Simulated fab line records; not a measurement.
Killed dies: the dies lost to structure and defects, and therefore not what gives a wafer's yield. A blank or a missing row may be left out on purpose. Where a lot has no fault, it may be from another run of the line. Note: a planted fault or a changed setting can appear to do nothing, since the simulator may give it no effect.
What tool caused it?    flow n5_finfet    33 wafers from 11 lots sampled at 5 of the route's 1938 steps

WHAT EACH GAUGE READ, for each wafer
N5_BEOL_M4_RC_MEAS_101.
lot   measured      on         DIBL_N (mV/V)
L368  day 8 12:03   prober-01  36.8 37.7 36.8
L369  day 8 14:11   prober-02  35.7 34.9 34.4
L373  day 9 19:53   prober-01  34.3 35.1 35.0
L375  day 9 20:49   prober-01  33.8 35.2 34.6
L376  day 10 10:28  prober-01  36.6 36.6 36.2
L378  day 11 06:47  prober-02  36.9 35.8 36.5
L381  day 11 09:02  prober-02  35.0 35.7 34.0
L383  day 12 04:41  prober-02  37.3
L384  day 12 11:19  prober-02  36.7 37.9
L386  day 12 15:20  prober-02  38.2
L389  day 13 22:22  prober-01  37.1 36.0 35.0

TOOL THAT RAN EACH LOT (tool first, then ch and the chambers of the sampled wafers, then the start)
lot   N5_BEOL_M4_ETCH_41                             N5_BEOL_M4_STRIP_97                            N5_BEOL_M4_SPUTTER_48         N5_BEOL_M4_ANNEAL_49
L368  rie_diel-04 ch 0,1, day 8 08:56 or earlier     rie_diel-04 ch 0,1, day 8 08:56 or earlier     pvd_sputter-01, day 8 08:56   pvd_sputter-01, day 8 09:01
L369  rie_diel-04 ch 1,3, day 8 11:10 or earlier     rie_diel-04 ch 1,3, day 8 11:10 or earlier     pvd_sputter-01, day 8 11:10   pvd_sputter-01, day 8 11:15
L373  rie_diel-04 ch 1,2,3, day 9 16:53 or earlier   rie_diel-04 ch 1,2,3, day 9 16:53 or earlier   pvd_sputter-03, day 9 16:53   pvd_sputter-03, day 9 16:58
L375  rie_diel-04 ch 0,3, day 9 17:20 or earlier     rie_diel-04 ch 0,3, day 9 17:20 or earlier     pvd_sputter-02, day 9 17:20   pvd_sputter-02, day 9 17:25
L376  rie_diel-04 ch 0,2, day 10 07:27 or earlier    rie_diel-04 ch 0,2, day 10 07:27 or earlier    pvd_sputter-01, day 10 07:27  pvd_sputter-01, day 10 07:32
L378  rie_diel-01 ch 0,1,3, day 11 03:20 or earlier  rie_diel-01 ch 0,1,3, day 11 03:20 or earlier  pvd_sputter-02, day 11 03:20  pvd_sputter-02, day 11 03:25
L381  rie_diel-04 ch 1,2,3, day 11 06:06 or earlier  rie_diel-04 ch 1,2,3, day 11 06:06 or earlier  pvd_sputter-03, day 11 06:06  pvd_sputter-03, day 11 06:11
L383  rie_diel-05 ch 0,1,3, day 12 01:31 or earlier  rie_diel-05 ch 0,1,3, day 12 01:31 or earlier  pvd_sputter-03, day 12 01:31  pvd_sputter-03, day 12 01:36
L384  rie_diel-05 ch 1,2, day 12 06:35 or earlier    rie_diel-05 ch 1,2, day 12 06:35 or earlier    pvd_sputter-01, day 12 06:35  pvd_sputter-01, day 12 06:40
L386  rie_diel-05 ch 2,3, day 12 11:32 or earlier    rie_diel-05 ch 2,3, day 12 11:32 or earlier    pvd_sputter-01, day 12 11:32  pvd_sputter-01, day 12 11:37
L389  rie_diel-04 ch 2,3, day 13 19:17 or earlier    rie_diel-04 ch 2,3, day 13 19:17 or earlier    pvd_sputter-03, day 13 19:17  pvd_sputter-03, day 13 19:22
- N5_BEOL_M4_ETCH_41: etches SiCN in CH3F/O2, target depth 29.9 nm, time 52.5 s.
- N5_BEOL_M4_STRIP_97: strips in N2/H2, time 10 s.
- N5_BEOL_M4_SPUTTER_48: material Cu, target thk 4.5 nm, time 8.29 s.
- N5_BEOL_M4_ANNEAL_49: time 240 s.

THE ANSWER, worked out from the rows above alone
Rule: usual is defined by the lots themselves. Put in order of their means at a reading, lots are off if they are a third of the lots or fewer, leave a main group of 4 or more, and stand apart from it by a gap of 3 or more times the standard deviation of the main group's means; of several such gaps the widest counts. A main group whose means are all the same, to the digits that the tables above print for the reading, isn't used. Also off: a lot with no number at a reading for which 4 or more lots have one. Any other lot the step has rows for is counted as sound.
Nothing can be told from this: no lot is off at any reading shown.

WHAT WAS PUT IN BY THE SIMULATOR
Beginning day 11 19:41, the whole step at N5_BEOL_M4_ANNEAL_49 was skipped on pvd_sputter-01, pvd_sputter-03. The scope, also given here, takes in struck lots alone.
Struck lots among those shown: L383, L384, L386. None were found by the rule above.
